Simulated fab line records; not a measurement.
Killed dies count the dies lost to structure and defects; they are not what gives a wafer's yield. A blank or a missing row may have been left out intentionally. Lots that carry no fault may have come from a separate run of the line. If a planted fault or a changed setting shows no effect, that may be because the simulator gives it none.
Split-lot study	flow n5 finfet	on a route of 1938 steps: 7 lots, 21 wafers read

## ON THE SPLIT
At N5_BEOL_M0_ETCH_128 (etches SiCN in CF4/N2, target depth 12 nm, overetch 5.1 nm, time 21.4 s), the setting source w was moved away from the recipe's 430 W on 8 of the 21 wafers read, by -11.7% to +15.0%. For the rest of the wafers, this setting stayed at what the recipe calls for.

Reading taken at the split's own step.

## THE READING
rf vpp V, in V, at N5_BEOL_M0_ETCH_128 (etches SiCN in CF4/N2, target depth 12 nm, overetch 5.1 nm, time 21.4 s). On this fab line, fault-free wafers typically give 382.3 V with a standard deviation of 1.8 V.

wafer	tool, chamber at the split	source w as run, W	against the recipe	rf vpp V, V	against lot-mates on the recipe
L084.3	rie diel-01, 2	449.5	+4.5%	376.0	-6.5
L084.4	rie diel-01, 3	449.5	+4.5%	377.2	-5.3
L084.5	rie diel-01, 2	430	recipe	382.5	-
L087.1	rie diel-03, 2	430	recipe	384.5	-
L087.5	rie diel-03, 0	430	recipe	381.9	-
L087.6	rie diel-03, 3	379.7	-11.7%	395.4	+12.2
L088.1	rie diel-03, 1	430	recipe	380.1	-
L088.4	rie diel-03, 0	430	recipe	381.0	-
L088.5	rie diel-03, 2	430	recipe	383.8	-
L090.1	rie diel-01, 0	430	recipe	378.9	-
L090.2	rie diel-01, 2	494.4	+15.0%	365.2	-14.7
L090.5	rie diel-01, 0	430	recipe	380.9	-
L093.2	rie diel-01, 2	476.6	+10.8%	368.3	-15.7
L093.4	rie diel-01, 1	430	recipe	384.0	-
L093.5	rie diel-01, 2	476.6	+10.8%	369.5	-14.5
L096.3	rie diel-03, 3	430	recipe	380.1	-
L096.5	rie diel-03, 3	430	recipe	380.3	-
L096.6	rie diel-03, 0	430	recipe	381.7	-
L095.1	rie diel-01, 0	488.3	+13.6%	364.1	-18.0
L095.2	rie diel-01, 3	488.3	+13.6%	365.9	-16.2
L095.5	rie diel-01, 3	430	recipe	382.1	-

FIT RESULTS
A straight line over all 21 wafers: rf vpp V changes by -1.18 V for each +1% of source w; r = -0.98; the points scatter about the line by 1.5 V.
The same after taking each lot's own level away (the mean of its wafers on the recipe; 21 wafers): -1.18 V for each +1%; r = -0.98; scatter 1.5 V.
The reading moves by 18 V for the largest change in source w, on that fit.
Measured against the standard deviation above, the lots' own levels, which go from 379.90 to 384.00 V, span 2.3 times it.
Consequently the slope shifts little with the lot-to-lot level, the two slopes agreeing.
Check: for one of the wafers moved furthest among these (+15.0%), held out of the fit, the line's prediction against its lot-mates is -19 V. Against them it came out at -14.7 V.
Tool readings at the split's step, against how far the setting was moved: rf vpp V r = -0.98.

## OTHER SPLITS APPLIED TO THESE WAFERS
Note: prior to the reading, these wafers also went through further splits. Each is held against what the fit with the lots' levels taken away leaves over:
other split on the same wafers	wafers away from the commonest value	r with rf vpp V (lot level and that fit taken away)
N5_MOL_CONTACT_COAG_COAT_76 spin rpm	6	-0.14
N5_MOL_CONTACT_COAG_ETCHBACK_135 time s	7	-0.09
N5_MOL_CONTACT_COAG_COAT_64 spin rpm	6	-0.11
N5_BEOL_M0_SAQP_EXPOSE_11 dose mj	6	+0.16
N5_BEOL_M0_CUTY_ETCH_63 time s	13	-0.17

## THE FILE'S OWN FIT
rf vpp V changes by -1.15 V for each +1% of source w, r = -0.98.
